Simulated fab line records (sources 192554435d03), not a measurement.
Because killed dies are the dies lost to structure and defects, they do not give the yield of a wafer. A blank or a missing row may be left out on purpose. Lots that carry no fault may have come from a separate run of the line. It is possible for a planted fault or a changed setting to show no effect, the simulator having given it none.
Matching of chambers / flow n5_finfet / N5_BEOL_M6_DEP_56 on pecvd-03 has 3 sister chambers
The step deposits SiCN from 3MS/NH3, target thk 10 nm, time 17.5 s. 6 wafers are shown with their chamber, then 9 later ones without.

WAFERS PAIRED WITH THEIR CHAMBERS
wafer=L081.3; chamber=1; throttle_valve_pct (%)=8.7; showerhead_plenum_p_Torr (Torr)=3.679
wafer=L081.5; chamber=1; throttle_valve_pct (%)=8.9; showerhead_plenum_p_Torr (Torr)=3.670
wafer=L082.4; chamber=2; throttle_valve_pct (%)=8.8; showerhead_plenum_p_Torr (Torr)=3.669
wafer=L086.1; chamber=0; throttle_valve_pct (%)=8.6; showerhead_plenum_p_Torr (Torr)=3.691
wafer=L086.5; chamber=0; throttle_valve_pct (%)=8.6; showerhead_plenum_p_Torr (Torr)=3.692
wafer=L086.6; chamber=2; throttle_valve_pct (%)=8.4; showerhead_plenum_p_Torr (Torr)=3.661

WAFERS WHOSE CHAMBER IS MISSING
wafer=L088.2; throttle_valve_pct (%)=8.7; showerhead_plenum_p_Torr (Torr)=3.679
wafer=L088.5; throttle_valve_pct (%)=8.9; showerhead_plenum_p_Torr (Torr)=3.681
wafer=L088.6; throttle_valve_pct (%)=8.7; showerhead_plenum_p_Torr (Torr)=3.676
wafer=L090.2; throttle_valve_pct (%)=8.8; showerhead_plenum_p_Torr (Torr)=3.669
wafer=L090.3; throttle_valve_pct (%)=8.7; showerhead_plenum_p_Torr (Torr)=3.694
wafer=L090.6; throttle_valve_pct (%)=8.6; showerhead_plenum_p_Torr (Torr)=3.677
wafer=L092.2; throttle_valve_pct (%)=8.4; showerhead_plenum_p_Torr (Torr)=3.679
wafer=L092.4; throttle_valve_pct (%)=8.9; showerhead_plenum_p_Torr (Torr)=3.680
wafer=L092.5; throttle_valve_pct (%)=8.5; showerhead_plenum_p_Torr (Torr)=3.684

EACH ONE'S CHAMBER
wafer=L088.2; from the rows above=can't be placed: 1 or 0 or 2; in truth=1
wafer=L088.5; from the rows above=can't be placed: 1 or 0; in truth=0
wafer=L088.6; from the rows above=can't be placed: 1 or 2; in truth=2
wafer=L090.2; from the rows above=can't be placed: 1 or 2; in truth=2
wafer=L090.3; from the rows above=0; in truth=0
wafer=L090.6; from the rows above=can't be placed: 1 or 2 or 0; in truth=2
wafer=L092.2; from the rows above=can't be placed: 1 or 0 or 2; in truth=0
wafer=L092.4; from the rows above=can't be placed: 1 or 0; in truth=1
wafer=L092.5; from the rows above=can't be placed: 0 or 1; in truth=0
Correctly placed: 1 of 9. Unplaceable from these rows: 8, with the true chamber sitting among the candidates in 8. Placed wrongly: 0.
How it was worked out, from the rows above alone: a wafer's distance from a chamber is the root of the sum, over the readings, of the square of ((its reading less the chamber's mean) divided by the reading's scatter). The wafer belongs to the nearest chamber; if the next one is less than 2 further off, it can't be placed. A chamber's mean is the mean of its shown wafers. The scatter is the square root of a quotient: the sum, over the shown wafers, of each reading's squared deviation from its chamber's mean, divided by wafers minus chambers.
